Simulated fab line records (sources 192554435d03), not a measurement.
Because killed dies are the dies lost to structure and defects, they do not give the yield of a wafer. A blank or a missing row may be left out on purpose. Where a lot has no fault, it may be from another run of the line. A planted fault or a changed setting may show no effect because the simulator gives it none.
Matching of chambers ; flow n5-finfet ; N5_SDB_CMP_30 on cmp-03 has 4 sister chambers
The step polishes, stops on poly-Si, t overpolish 1.54 s, target thk 30 nm. 4 wafers are shown with their chamber, then 7 later ones without.

== WAFERS, EACH WITH ITS CHAMBER ==
wafer;chamber;motor-current-A (A)
L076.6;1;10.3
L084.3;0;11.5
L085.2;2;12.4
L085.3;3;14.6

== WAFERS WHOSE CHAMBER IS MISSING ==
wafer;motor-current-A (A)
L085.6;11.3
L093.3;12.4
L093.5;11.7
L093.6;11.0
L096.1;12.0
L096.5;15.0
L096.6;10.7

== WHICH CHAMBER EACH ONE RAN IN ==
wafer;from the rows above;in truth
L085.6;0;0
L093.3;2;2
L093.5;can't be placed: 0 or 2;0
L093.6;can't be placed: 0 or 1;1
L096.1;can't be placed: 2 or 0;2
L096.5;3;3
L096.6;can't be placed: 1 or 0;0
Correct placement for 3 of the 7. Cannot be placed on the basis of these rows: 4; the candidates contain the true chamber in 4. Wrongly placed: 0.
How it was worked out, from the rows above alone: a wafer's distance from a chamber is the root of the sum, over the readings, of the square of ((its reading less the chamber's mean) divided by the reading's scatter). If the next closest chamber is less than 2 further off than the closest, the wafer can't be placed; otherwise it belongs to the closest. Each chamber's mean is taken over the wafers shown for it. The scatter (one wafer shown for each chamber): square how far every hidden wafer sits from the nearest shown wafer, average those squares and take the square root.
